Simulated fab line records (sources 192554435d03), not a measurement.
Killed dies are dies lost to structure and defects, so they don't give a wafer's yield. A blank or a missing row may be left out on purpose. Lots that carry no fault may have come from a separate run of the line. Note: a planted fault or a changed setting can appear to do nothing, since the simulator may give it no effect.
fab line records ; flow n5Finfet
[record] lots = 9; wafers = 27; lastDay = 17
route steps=1938 shown PMOS_HMC_CHANNEL_EPI@66 FIN_SAQP@95 BEOL_M4@1111
lots that met no fault: from a run of the same line without faults
startH: hours from the record's first day to the start of the lot's first wafer shown ; waitH: time in hours since the lot's previous step ; " unchanged from the row above ; L1.1+2: a row that stands for several wafers ; - either no value or no given start ; * or withheld: withheld ; < > ~ a bound
route shown NAME@n: names a module that has steps shown in the file, with the first one's number in the route ; usual: average and standard deviation across the fault-free wafers ; same: alike in all rows ; chamber/n: place in a boat ; sites: the reading at each site ; _std_site: standard deviation across them ; _edge_site: mean of outer sites minus mean of inner sites ; radiusMm: how far each site lies from the wafer's centre ; mask NAME#n: copy n ; behind: the most recent tool/chamber to have shaped the wafer ; hold: the reason the lot was held/the length of the hold in hours/how it ended ; device: whichever transistor did not switch (one of n, p or np) ; end of line: at the end of the route, the tests of the same wafers ; a step given without rows: its recipe and nothing more ; killed: dies that structure and defects cost at the first sort, which is not the same as the wafer's yield ; map: a wafer's dies, marking killed ones x, the rest . and places with no die _
set.NAME: setting as actually run; set.NAME@STEP: the setting as run at that earlier step ; model.NAME: the simulator's own value behind a step, which no gauge read
one table for each step of the route and one row for each wafer, over a sample of lots
services: a tool's chamber out of use, with start hour (startH, from the record's first day; less than 0 if before it), hours out, and reason
[[steps]]
[step N5_PMOS_HMC_CHANNEL_EPI_OVL_MEAS_10]
[recipe] pointsPerWafer = 44
[usual] PMOS_HMC_BLK_OVL = 0.7/0.69
lot.wafer;tool;chamber;startH;waitH;PMOS_HMC_BLK_OVL[nm]
L775.2;overlay-02;0;29.10;0.0;0.5
L775.3;overlay-02;0;29.10;0.0;1.0
L775.4;overlay-02;0;29.10;0.0;0.4
L778.2;overlay-02;0;47.39;0.0;1.1
L778.4;overlay-02;0;47.39;0.0;1.2
L778.6;overlay-02;0;47.39;0.0;0.5
L780.1;overlay-01;0;60.60;0.0;1.7
L780.3;overlay-01;0;60.60;0.0;1.1
L780.6;overlay-01;0;60.60;0.0;0.7
L783.1;overlay-01;0;77.85;0.0;1.3
L783.3;overlay-01;0;77.85;0.0;1.5
L783.6;overlay-01;0;77.85;0.0;0.4
L788.1;overlay-02;0;107.46;0.0;0.9
L788.5;overlay-02;0;107.46;0.0;0.7
L788.6;overlay-02;0;107.46;0.0;-0.2
L789.1;overlay-01;0;115.51;0.0;-0.5
L789.2;overlay-01;0;115.51;0.0;0.2
L789.5;overlay-01;0;115.51;0.0;0.0
L792.3;overlay-01;0;133.04;0.0;-0.2
L792.5;overlay-01;0;133.04;0.0;1.0
L792.6;overlay-01;0;133.04;0.0;1.1
L793.1;overlay-01;0;137.55;0.0;-1.2
L793.2;overlay-01;0;137.55;0.0;0.4
L793.6;overlay-01;0;137.55;0.0;0.3
L794.2;overlay-02;0;143.87;0.0;0.7
L794.3;overlay-02;0;143.87;0.0;-0.3
L794.5;overlay-02;0;143.87;0.0;-0.7
[step N5_PMOS_HMC_CHANNEL_EPI_ETCH_32]
[recipe] chemistry = N2/H2; target = BARC; stopOn = SiO2; targetDepthA = 858; overEtchFrac = 0.3; timeS = 50.3; ionEnergyEv = 200; maskMaterial = CAR-ArF-block; pressureMtorr = 30; sourceW = 840; biasW = 150; n2FlowSccm = 200; h2FlowSccm = 200
[usual] drypumpMotorCurrentA = 5.60/0.29; oesProductAu = 0.67/0.071; rfVppV = 524.0/2.3; showerheadPlenumPTorr = 2.54/0.076; throttleValvePct = 17.8/0.3
lot.wafer;tool;chamber;startH;waitH;drypumpMotorCurrentA;oesProductAu;rfHoursCounterH;rfVppV;showerheadPlenumPTorr;throttleValvePct
L775.2;rieDiel-01;3;29.19;0.0;5.31;0.60;197;522.5;2.52;17.9
L775.3;rieDiel-01;1;29.19;0.0;5.78;0.64;167;523.4;2.53;18.3
L775.4;rieDiel-01;3;29.19;0.0;5.31;0.61;-;523.9;2.52;17.9
L778.2;rieDiel-02;2;47.48;0.0;6.01;0.67;119;521.0;2.46;17.9
L778.4;rieDiel-02;3;47.48;0.0;5.86;0.63;175;526.9;2.63;17.9
L778.6;rieDiel-02;3;47.48;0.0;5.85;0.63;-;525.3;2.63;17.9
L780.1;rieDiel-01;0;60.69;0.0;5.91;0.76;28;526.5;2.59;17.4
L780.3;rieDiel-01;1;60.69;0.0;5.75;0.64;178;524.3;2.53;18.3
L780.6;rieDiel-01;1;60.69;0.0;5.75;0.64;-;524.4;2.53;18.3
L783.1;rieDiel-02;2;77.94;0.0;6.01;0.66;126;521.4;2.46;18.0
L783.3;rieDiel-02;1;77.94;0.0;5.69;0.59;245;519.9;2.39;17.9
L783.6;rieDiel-02;3;77.94;0.0;5.89;0.63;-;525.2;2.63;17.9
L788.1;rieDiel-01;2;107.64;0.0;5.38;0.77;17;523.3;2.50;17.3
L788.5;rieDiel-01;1;107.64;0.0;5.75;0.64;-;522.9;2.52;18.3
L788.6;rieDiel-01;2;107.64;0.0;5.34;0.77;-;523.8;2.50;17.3
L789.1;rieDiel-01;0;115.79;0.0;5.89;0.73;46;526.1;2.58;17.4
L789.2;rieDiel-01;3;115.79;0.0;5.32;0.59;227;522.9;2.51;17.9
L789.5;rieDiel-01;3;115.79;0.0;5.29;0.59;-;524.0;2.51;17.9
L792.3;rieDiel-01;2;133.54;0.0;5.36;0.75;25;521.6;2.49;17.4
L792.5;rieDiel-01;3;133.54;0.0;5.31;0.59;-;522.9;2.50;17.9
L792.6;rieDiel-01;2;133.54;0.0;5.35;0.76;-;522.5;2.49;17.4
L793.1;rieDiel-01;1;138.41;0.0;5.76;0.63;198;523.6;2.52;18.3
L793.2;rieDiel-01;2;138.41;0.0;5.36;0.76;27;522.3;2.49;17.4
L793.6;rieDiel-01;3;138.41;0.0;5.31;0.59;-;523.4;2.50;17.9
L794.2;rieDiel-02;2;144.79;0.0;5.99;0.64;151;522.4;2.44;18.0
L794.3;rieDiel-02;1;144.79;0.0;5.75;0.85;3;529.5;2.70;17.5
L794.5;rieDiel-02;3;144.79;0.0;5.89;0.62;-;527.1;2.62;18.0
[step N5_FIN_SAQP_DENSIFY_62]
[recipe] tempC = 700; timeS = 60; ambient = N2; idleTempC = 600; rampUpCPerS = 150; rampDownCPerS = 60; coolToC = 600
[usual] lampPowerPct = 9.85/0.055; lamp_zone_2_pct = 9.848/0.011; wafer_temp_C_max = 703.4/0.61
lot.wafer;tool;chamber;startH;waitH;lampPowerPct;lamp_zone_2_pct;wafer_temp_C_max
L775.2;rtpAnneal-01;0;32.65;0.1;9.87;9.858;703.8
L775.3;rtpAnneal-01;0;32.65;0.1;9.83;9.840;702.9
L775.4;rtpAnneal-01;0;32.65;0.1;9.81;9.839;702.6
L778.2;rtpAnneal-02;0;51.28;0.1;9.86;9.821;702.4
L778.4;rtpAnneal-02;0;51.28;0.1;9.82;9.848;702.3
L778.6;rtpAnneal-02;0;51.28;0.1;9.87;9.834;702.2
L780.1;rtpAnneal-01;0;63.95;0.2;9.82;9.854;703.0
L780.3;rtpAnneal-01;0;63.95;0.2;9.85;9.847;703.6
L780.6;rtpAnneal-01;0;63.95;0.2;9.84;9.860;702.8
L783.1;rtpAnneal-01;0;81.20;0.2;9.79;9.854;703.4
L783.3;rtpAnneal-01;0;81.20;0.2;9.79;9.832;704.8
L783.6;rtpAnneal-01;0;81.20;0.2;9.85;9.846;703.3
L788.1;rtpAnneal-01;0;111.19;0.1;9.85;9.844;702.6
L788.5;rtpAnneal-01;0;111.19;0.1;9.88;9.842;703.1
L788.6;rtpAnneal-01;0;111.19;0.1;9.84;9.830;703.0
L789.1;rtpAnneal-02;0;118.92;0.1;9.93;9.839;703.0
L789.2;rtpAnneal-02;0;118.92;0.1;9.89;9.824;702.5
L789.5;rtpAnneal-02;0;118.92;0.1;9.92;9.860;703.4
L792.3;rtpAnneal-01;0;137.27;0.2;9.98;9.837;704.5
L792.5;rtpAnneal-01;0;137.27;0.2;9.90;9.864;702.4
L792.6;rtpAnneal-01;0;137.27;0.2;9.83;9.853;703.5
L793.1;rtpAnneal-02;0;142.59;0.1;9.80;9.866;702.9
L793.2;rtpAnneal-02;0;142.59;0.1;9.94;9.843;703.0
L793.6;rtpAnneal-02;0;142.59;0.1;9.91;9.856;703.0
L794.2;rtpAnneal-01;0;148.35;0.1;9.95;9.843;704.1
L794.3;rtpAnneal-01;0;148.35;0.1;9.94;9.835;702.9
L794.5;rtpAnneal-01;0;148.35;0.1;9.86;9.845;703.1
[step N5_FIN_SAQP_PECVD_47]
[recipe] material = a-Si; targetThkA = 450; tempC = 400; precursor = SiH4/He; pressureTorr = 3; rfW = 100; timeS = 36.3
[usual] heaterPowerW = 860/110; runLengthS = 72.8/0.57; showerheadPlenumPTorr = 5.63/0.046; throttleValvePct = 17.9/0.68
lot.wafer;tool;chamber;startH;waitH;heaterPowerW;runLengthS;showerheadPlenumPTorr;sinceWetCleanH;throttleValvePct
L775.2;pecvd-02;0;32.99;0.0;617;72.5;5.69;259;17.7
L775.3;pecvd-02;2;32.99;0.0;860;72.3;5.59;332;17.8
L775.4;pecvd-02;2;32.99;0.0;849;72.8;5.57;-;18.0
L778.2;pecvd-04;1;51.63;0.0;934;72.5;5.60;1481;17.5
L778.4;pecvd-04;0;51.63;0.0;750;73.0;5.58;-;18.1
L778.6;pecvd-04;1;51.63;0.0;911;72.5;5.60;-;17.8
L780.1;pecvd-04;1;64.29;0.0;1034;72.7;5.60;1493;17.7
L780.3;pecvd-04;0;64.29;0.0;719;73.2;5.57;768;18.4
L780.6;pecvd-04;2;64.29;0.0;833;72.9;5.72;-;16.1
L783.1;pecvd-04;0;81.54;0.0;765;73.4;5.56;785;18.4
L783.3;pecvd-04;1;81.54;0.0;1038;73.0;5.59;1510;17.7
L783.6;pecvd-04;2;81.54;0.0;903;72.8;5.71;-;16.2
L788.1;pecvd-04;1;111.53;0.0;1026;72.6;5.59;1540;17.5
L788.5;pecvd-04;2;111.53;0.0;940;78.6;5.71;-;16.1
L788.6;pecvd-04;0;111.53;0.0;719;78.9;5.58;-;18.4
L789.1;pecvd-04;2;119.26;0.0;962;72.9;5.70;69;16.1
L789.2;pecvd-04;1;119.26;0.0;921;72.4;5.60;1548;17.9
L789.5;pecvd-04;0;119.26;0.0;697;79.0;5.57;-;18.4
L792.3;pecvd-01;0;137.55;0.0;895;73.2;5.63;1023;18.0
L792.5;pecvd-01;0;137.55;0.0;889;72.8;5.65;-;18.1
L792.6;pecvd-01;2;137.55;0.0;916;73.6;5.64;-;17.4
L793.1;pecvd-02;2;142.92;0.0;840;72.1;5.60;442;18.0
L793.2;pecvd-02;0;142.92;0.0;642;73.1;5.67;369;17.6
L793.6;pecvd-02;1;142.92;0.0;928;72.2;5.68;-;18.6
L794.2;pecvd-02;1;148.66;0.0;983;71.7;5.70;1940;18.8
L794.3;pecvd-02;2;148.66;0.0;760;72.4;5.57;447;18.0
L794.5;pecvd-02;0;148.66;0.0;680;72.7;5.66;-;18.0
[step N5_FIN_SAQP_MANDREL_ETCH_58]
[recipe] chemistry = HBr/Cl2; target = a-Si; targetDepthA = 450; btTimeS = 10; stopOn = SiNx; maskMaterial = SiO2; overEtchFrac = 0.8; timeS = 27; pressureMtorr = 10; icpW = 800; biasW = 75; HBr_flow_sccm = 150; Cl2_flow_sccm = 80; ends = endPoint
[usual] drypumpMotorCurrentA = 5.6/0.53; oesProductAu = 0.695/0.0093; throttleValvePct = 35.72/0.2
lot.wafer;tool;chamber;startH;waitH;drypumpMotorCurrentA;oesProductAu;rfHoursCounterH;throttleValvePct
L775.2;rieSi-01;2;36.42;0.0;5.5;0.688;68;35.99
L775.3;rieSi-01;3;36.42;0.0;4.9;0.704;7;35.63
L775.4;rieSi-01;0;36.42;0.0;4.9;0.697;47;35.50
L778.2;rieSi-03;1;54.51;0.0;5.4;0.683;7;35.51
L778.4;rieSi-03;2;54.51;0.0;5.3;0.708;168;35.85
L778.6;rieSi-03;0;54.51;0.0;6.4;0.701;-;35.68
L780.1;rieSi-01;2;67.21;0.0;5.5;0.678;68;35.99
L780.3;rieSi-01;3;67.21;0.0;4.9;0.696;8;35.64
L780.6;rieSi-01;2;67.21;0.0;5.5;0.694;-;35.97
L783.1;rieSi-03;2;84.36;0.0;5.3;0.697;168;35.87
L783.3;rieSi-03;0;84.36;0.0;6.4;0.684;32;35.72
L783.6;rieSi-03;0;84.36;0.0;6.4;0.698;-;35.70
L788.1;rieSi-03;0;114.35;0.0;6.4;0.697;33;35.72
L788.5;rieSi-03;3;114.35;0.0;6.2;0.771;-;35.91
L788.6;rieSi-03;0;114.35;0.0;6.3;0.759;-;35.58
L789.1;rieSi-03;2;123.86;0.0;5.3;0.692;169;35.87
L789.2;rieSi-03;0;123.86;0.0;6.4;0.690;33;35.71
L789.5;rieSi-03;1;123.86;0.0;5.4;0.730;-;35.40
L792.3;rieSi-06;2;140.82;0.0;5.7;0.688;89;35.53
L792.5;rieSi-06;1;140.82;0.0;5.1;0.702;-;35.36
L792.6;rieSi-06;2;140.82;0.0;5.7;0.692;-;35.53
L793.1;rieSi-01;2;146.26;0.0;5.5;0.679;70;35.99
L793.2;rieSi-01;1;146.26;0.0;6.5;0.703;5;35.77
L793.6;rieSi-01;2;146.26;0.0;5.5;0.684;-;35.97
L794.2;rieSi-03;3;152.20;0.0;6.2;0.692;84;36.08
L794.3;rieSi-03;0;152.20;0.0;6.4;0.687;33;35.71
L794.5;rieSi-03;0;152.20;0.0;6.4;0.696;-;35.71
[step N5_BEOL_M4_RC_MEAS_101]
[usual] DIBL_N = 35.9/1.3; DIBL_P = 36.3/1.5; IOFF_N = 0.153/0.023; IOFF_P = 0.208/0.028; ION_N = 672/9.7; ION_P = 462/6.6; SS_N = 71.5/0.53; SS_P = 73.3/0.59; VT_N = 250.4/2.7; VT_P = -250.5/3
lot.wafer;tool;chamber;startH;waitH;DIBL_N[mV/V];DIBL_P[mV/V];IOFF_N[nA/um];IOFF_P[nA/um];ION_N[uA/um];ION_P[uA/um];SS_N[mV/dec];SS_P[mV/dec];VT_N[mV];VT_P[mV]
L775.2;prober-02;0;194.10;0.2;34.1;36.7;0.150;0.207;674;467;71.5;73.5;247.2;-250.3
L775.3;prober-02;0;194.10;0.2;33.4;36.1;0.139;0.206;665;463;71.5;73.4;248.8;-250.9
L775.4;prober-02;0;194.10;0.2;34.4;36.6;0.148;0.195;664;455;71.6;73.8;246.3;-252.2
L778.2;prober-02;0;211.64;0.2;35.9;36.9;0.143;0.198;655;451;71.9;72.9;253.9;-255.0
L778.4;prober-02;0;211.64;0.2;37.1;38.6;0.173;0.225;671;461;71.3;73.9;248.6;-249.8
L778.6;prober-02;0;211.64;0.2;34.8;36.6;0.137;0.194;666;459;70.9;72.7;251.7;-250.7
L780.1;prober-01;0;225.15;0.0;37.4;38.0;0.171;0.221;674;466;72.1;74.5;248.5;-248.4
L780.3;prober-01;0;225.15;0.0;37.9;38.7;0.185;0.240;677;466;70.7;74.4;249.1;-250.1
L780.6;prober-01;0;225.15;0.0;38.0;39.7;0.196;0.259;682;477;72.0;74.4;246.2;-249.4
L783.1;prober-01;0;236.63;0.0;35.1;34.6;0.125;0.201;666;466;70.8;72.6;253.6;-245.9
L783.3;prober-01;0;236.63;0.0;35.7;35.3;0.141;0.216;670;462;71.6;73.7;248.8;-247.0
L783.6;prober-01;0;236.63;0.0;35.5;34.3;0.130;0.203;668;463;71.7;73.0;253.1;-245.9
L788.1;prober-02;0;276.12;0.0;35.8;36.8;0.158;0.238;678;472;72.3;73.4;247.3;-251.2
L788.5;prober-02;0;276.12;0.0;36.5;36.9;0.169;0.254;690;474;71.4;73.7;245.1;-247.2
L788.6;prober-02;0;276.12;0.0;36.9;37.4;0.172;0.271;675;474;71.3;73.6;250.5;-245.2
L789.1;prober-02;0;279.92;0.0;36.5;37.9;0.160;0.218;675;461;70.8;73.0;251.5;-249.8
L789.2;prober-02;0;279.92;0.0;36.5;37.4;0.157;0.206;682;459;71.5;73.5;254.7;-253.8
L789.5;prober-02;0;279.92;0.0;36.9;37.7;0.169;0.215;669;455;71.6;73.4;251.7;-250.4
L792.3;prober-01;0;303.42;0.8;33.7;34.3;0.136;0.213;665;462;70.9;73.3;251.6;-247.8
L792.5;prober-01;0;303.42;0.8;33.9;34.7;0.137;0.212;670;466;70.4;72.4;250.3;-248.5
L792.6;prober-01;0;303.42;0.8;34.0;35.1;0.144;0.223;686;476;71.5;73.6;251.4;-245.7
L793.1;prober-01;0;309.20;0.0;35.8;38.0;0.168;0.216;673;462;71.5;73.4;249.3;-252.6
L793.2;prober-01;0;309.20;0.0;32.8;34.6;0.121;0.176;669;460;71.3;72.8;251.3;-253.5
L793.6;prober-01;0;309.20;0.0;34.9;37.1;0.152;0.203;685;474;71.5;73.5;252.4;-249.4
L794.2;prober-02;0;313.32;0.2;37.1;38.5;0.190;0.239;690;472;71.4;74.4;247.0;-248.6
L794.3;prober-02;0;313.32;0.2;36.4;37.5;0.170;0.215;691;468;71.4;74.6;248.6;-250.0
L794.5;prober-02;0;313.32;0.2;36.6;37.4;0.165;0.209;679;462;71.7;73.0;249.0;-248.8
[[services]]
tool;chamber;startH;hours;kind
rieSi-03;-;7.76;2.8;pm
rtpAnneal-02;-;8.58;4.2;pm
rieDiel-01;2;16.30;-;clean
rieDiel-01;2;16.30;-;consumableReplace:focusRing
rieDiel-01;2;16.30;20.9;scheduledDown
rieDiel-01;2;16.30;20.9;ventCycle
pecvd-04;2;21.16;-;clean
pecvd-04;2;21.16;-;consumableReplace:showerhead
pecvd-04;2;21.16;29.0;scheduledDown
pecvd-04;2;21.16;29.0;ventCycle
rieSi-06;3;24.06;5.7;repair
rieDiel-02;-;35.76;2.0;repair
rieSi-01;0;47.97;5.0;repair
rieDiel-02;1;50.78;2.9;repair
pecvd-04;1;53.59;4.6;repair
pecvd-04;2;68.88;2.1;scheduledDown
rieDiel-01;1;93.05;9.4;repair
rieDiel-02;-;94.98;2.8;pm
rieDiel-02;3;98.87;7.9;repair
pecvd-01;-;111.50;10.5;repair
pecvd-02;-;115.42;1.9;repair
rieDiel-02;1;122.31;-;clean
rieSi-06;2;149.47;39.4;repair
pecvd-01;-;151.25;28.1;pm
[[key]]
[firstSign] step = N5_FIN_SAQP_PECVD_47; reading = runLengthS; direction = up; sigmas = 11; usual = *; struck = *
[effect] step = N5_FIN_SAQP_MANDREL_ETCH_58; reading = oesProductAu; direction = up; sigmas = 6.4; usual = 0.695; struck = 0.754
metAt N5_FIN_SAQP_PECVD_47
struckLots L788,L789
struckWafers L788.5,L788.6,L789.5
notActingAt N5_PMOS_HMC_CHANNEL_EPI_OVL_MEAS_10,N5_PMOS_HMC_CHANNEL_EPI_ETCH_32,N5_FIN_SAQP_DENSIFY_62
onsetBetween 81.54 111.53
[fault] kind = processParameterDrift; tool = pecvd-04; chamber = -; onsetH = 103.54; steps = N5_FIN_SAQP_PECVD_47; channel = timeS; offset = *; shape = step; endH = 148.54; scope = struckWafersOnly; actsIn = *; stated = *
